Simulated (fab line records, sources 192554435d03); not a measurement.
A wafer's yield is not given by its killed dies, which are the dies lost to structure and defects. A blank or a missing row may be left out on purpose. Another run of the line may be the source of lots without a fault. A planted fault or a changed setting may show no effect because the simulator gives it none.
Comparing a struck lot with a sound one | flow n5-finfet | 15 steps out of a route of 1938
Sound: these wafers, L154.2, L154.3, L154.6. Struck: wafers L160.1, L160.4, L160.6. The cause is named last.
Per side, at each step with rows, come the tool, then ch with its chambers, and then its first start. Under that, the readings that differ: sound wafers | struck wafers | difference of the means | sigmas: that difference in standard deviations of wafers without a fault.
alike: readings whose means differ by less than 2 such deviations, and words and numbers that are the same on both sides. not compared: withheld readings, readings that some wafer has no value for, bounds like >300 that may hide the same value, and numbers for which the record gives no deviation and whose values overlap.
A row with sigmas, a row that says differs or no value, or rows on one side alone: a step with any of these is where the two part. Non-overlapping numbers with no deviation appear without sigmas and do not part them. A reading missing from all wafers of one side parts the sides only when that side holds two or more wafers.

first, 3 steps without rows for these wafers: N5_DUMMY_REMOVAL_PRECLEAN_04 (cleans in DHF, time 37 s); N5_DUMMY_REMOVAL_SRD_05 (time 30 s); N5_HKMG_FIN_IL_REGROW_00 (material SiO2, chemistry O3, target thk 0.75 nm, time 30 s).
N5_HKMG_FIN_HK_ALD_01: deposits HfO2, target thk 1.6 nm, pulse time 3 s, purge time 3 s.
  sound on ald-hk-03 ch 0,1,3, day 5 14:15; struck on ald-hk-01 ch 0,1,3, day 7 05:58
  reading                    | sound             | struck            | difference | sigmas
  precursor-pulse-height-rel | 1.056 1.006 1.008 | 1.005 0.959 0.979 | -0.042     | -2
N5_HKMG_FIN_HK_ANNEAL_02: time 30 s.
  sound on rtp-anneal-01 ch 0, day 5 15:22; struck on rtp-anneal-01 ch 0, day 7 06:20
  alike: lamp-power-pct, lamp_zone_5_pct, wafer_temp_C_max
N5_HKMG_FIN_ALD_74: deposits La2O3, target thk 0.5 nm, pulse time 6 s, co reactant pulse time 1 s.
  sound on ald-hk-01 ch 0,1,3, day 5 15:32; struck on ald-hk-03 ch 1,3, day 7 06:32
  alike: heater-power-w, precursor-pulse-height-rel
N5_HKMG_FIN_ALD_75: deposits Al2O3, target thk 1 nm, co reactant pulse time 1 s.
  sound on ald-hk-01 ch 0,1,3, day 5 15:37; struck on ald-hk-03 ch 1,3, day 7 06:37
  alike: heater-power-w, precursor-pulse-height-rel
then, 5 steps without rows for these wafers: N5_HKMG_FIN_COAT_41 (time 60 s, resist thk 300 nm); N5_HKMG_FIN_COAT_42 (time 60 s, resist thk 35 nm); N5_HKMG_FIN_COAT_43 (resist thk 90 nm); N5_HKMG_FIN_EBR_45; N5_HKMG_FIN_SOFTBAKE_44 (time 60 s).
N5_HKMG_FIN_EXPOSE_46: exposes mask NDIPOLE.
  sound on arfi-scanner-02 ch 0, day 5 15:58; struck on arfi-scanner-02 ch 0, day 7 06:58
  reading                          | sound       | struck      | difference | sigmas
  model.HKMG_FIN.overlay-x-nm (nm) | 0.8 0.8 0.8 | 1.4 1.4 1.4 | +0.6       |
  alike: mask
then, 1 step without rows for these wafers: N5_HKMG_FIN_PEB_47 (peb time 60 s).
-- here the record skips 4 days between the struck wafers' starts before and after, leaving off in module HKMG_FIN and picking up in module BEOL_M4 (first step shown: number 1111 of the route) --
N5_BEOL_M4_RC_MEAS_101:
  sound on prober-01 ch 0, day 10 01:38; struck on prober-02 ch 0, day 11 15:49
  alike: DIBL_N, DIBL_P, IOFF_N, IOFF_P, ION_N, ION_P, SS_N, SS_P, VT_N, VT_P

## WHERE THEY PART
At N5_HKMG_FIN_HK_ALD_01 and nowhere else, as far as this record goes. Later steps at which nothing parts them and some readings are alike: N5_HKMG_FIN_HK_ANNEAL_02, N5_HKMG_FIN_ALD_74, N5_HKMG_FIN_ALD_75, N5_HKMG_FIN_EXPOSE_46, N5_BEOL_M4_RC_MEAS_101.

WHY: whatever the simulator had introduced
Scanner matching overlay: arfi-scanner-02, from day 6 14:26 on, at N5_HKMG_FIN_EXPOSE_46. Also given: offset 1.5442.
